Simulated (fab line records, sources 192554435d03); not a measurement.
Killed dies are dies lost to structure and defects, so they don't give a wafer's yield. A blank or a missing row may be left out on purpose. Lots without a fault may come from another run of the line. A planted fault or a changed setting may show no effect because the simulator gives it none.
A struck lot beside a sound one | flow n5_finfet | 16 steps out of a route of 1938
Sound: wafers L659.2, L659.3, L659.6. Struck: wafer L672.4. (L672.6 of the same lot was not struck and is left out.) The cause comes at the end.
At each step with rows: each side's tool, then ch and its chambers, then its first start. Under that, the readings that differ: sound wafers | struck wafers | difference of the means | sigmas: that difference in standard deviations of wafers without a fault.
alike: readings whose means differ by less than 2 such deviations, and words and numbers that are the same on both sides. not compared: withheld readings, readings that some wafer has no value for, bounds like >300 that may hide the same value, and numbers for which the record gives no deviation and whose values overlap.
The two part at a step that has a row with sigmas, a row that says differs or no value, or rows on one side only. Numbers that don't overlap but have no deviation are shown without sigmas and don't part them. A reading that every wafer of one side lacks parts them only if that side has two wafers or more.

first, 1 step without rows for these wafers: N5_BEOL_M4_SPUTTER_92 (material Cu, target thk 4.5 nm, time 8.29 s).
N5_BEOL_M4_ANNEAL_93: time 240 s.
  sound on pvd_sputter-01, day 8 03:26; struck on pvd_sputter-01, day 11 12:57
  alike: heater_power_w
N5_BEOL_M4_SPUTTER_94: material Cu, target thk 4.5 nm, time 8.29 s.
  sound on pvd_sputter-01, day 8 03:34; struck on pvd_sputter-01, day 11 13:05
  alike: throttle_valve_pct
then, 3 steps without rows for these wafers: N5_BEOL_M4_ANNEAL_95 (time 240 s); N5_BEOL_M4_SPUTTER_96 (material Cu, target thk 4.5 nm, time 8.29 s); N5_BEOL_M4_ECD_50 (material Cu, target thk 300 nm).
N5_BEOL_M4_ANNEAL_51: time 90 s.
  sound on rtp_anneal-01 ch 0, day 8 04:02; struck on rtp_anneal-01 ch 0, day 11 13:38
  alike: wafer_temp_C_max
then, 1 step without rows for these wafers: N5_BEOL_M4_CMP_52 (polishes, stops on SiOC, t overpolish 6.8 s, target thk 40 nm).
N5_BEOL_M4_THK_MEAS_53: measures by xrf.
  sound on film_metro-01, day 8 04:35; struck on film_metro-02, day 11 14:06
  alike: M4_THK
N5_BEOL_M4_PRE_CLEAN_60: time 15 s.
  sound on cvd_co-02 ch 0,1,2, day 8 04:38; struck on cvd_co-01 ch 2, day 11 14:09
  reading            | sound    | struck | difference | sigmas
  heater_power_w (W) | 86 96 76 | 50     | -36        | -2
N5_BEOL_M4_CO_CAP_55: material Co, precursor CCTBA/H2, target thk 2 nm, time 102.1 s.
  sound on cvd_co-02 ch 0,1,2, day 8 04:40; struck on cvd_co-01 ch 2, day 11 14:13
  alike: heater_power_w
then, 1 step without rows for these wafers: N5_BEOL_M4_PRE_CLEAN_56 (time 15 s).
N5_BEOL_M4_DEP_57: deposits SiCN from 3MS/NH3, target thk 8 nm, time 14 s.
  sound on pecvd-01 ch 0,1,2, day 8 04:47; struck on pecvd-04 ch 1, day 11 14:19
  reading                                  | sound     | struck | difference | sigmas
  model.SiCN_of_BEOL_M4_DEP_57.thk_nm (nm) | 7.8 7.8 8 | 10.4   | +2.5       |
  alike: showerhead_plenum_p_Torr, throttle_valve_pct
N5_BEOL_M4_RS_MEAS_58: measures by four-point-probe.
  sound on film_metro-02, day 8 04:51; struck on film_metro-01, day 11 14:22
  alike: M4_RS
N5_BEOL_M4_RC_MEAS_101:
  sound on prober-01 ch 0, day 8 05:04; struck on prober-01 ch 0, day 11 14:53
  reading   | sound             | struck | difference | sigmas
  VT_N (mV) | 255.3 250.1 246.5 | 244.8  | -5.8       | -2
  alike: DIBL_N, DIBL_P, IOFF_N, IOFF_P, ION_N, ION_P, SS_N, SS_P, VT_P
then, 1 step without rows for these wafers: N5_PASSIVATION_PROBE_49.

WHERE THEY PART
First at N5_BEOL_M4_PRE_CLEAN_60; last, within this record, at N5_BEOL_M4_RC_MEAS_101.

WHY: what the simulator had put in
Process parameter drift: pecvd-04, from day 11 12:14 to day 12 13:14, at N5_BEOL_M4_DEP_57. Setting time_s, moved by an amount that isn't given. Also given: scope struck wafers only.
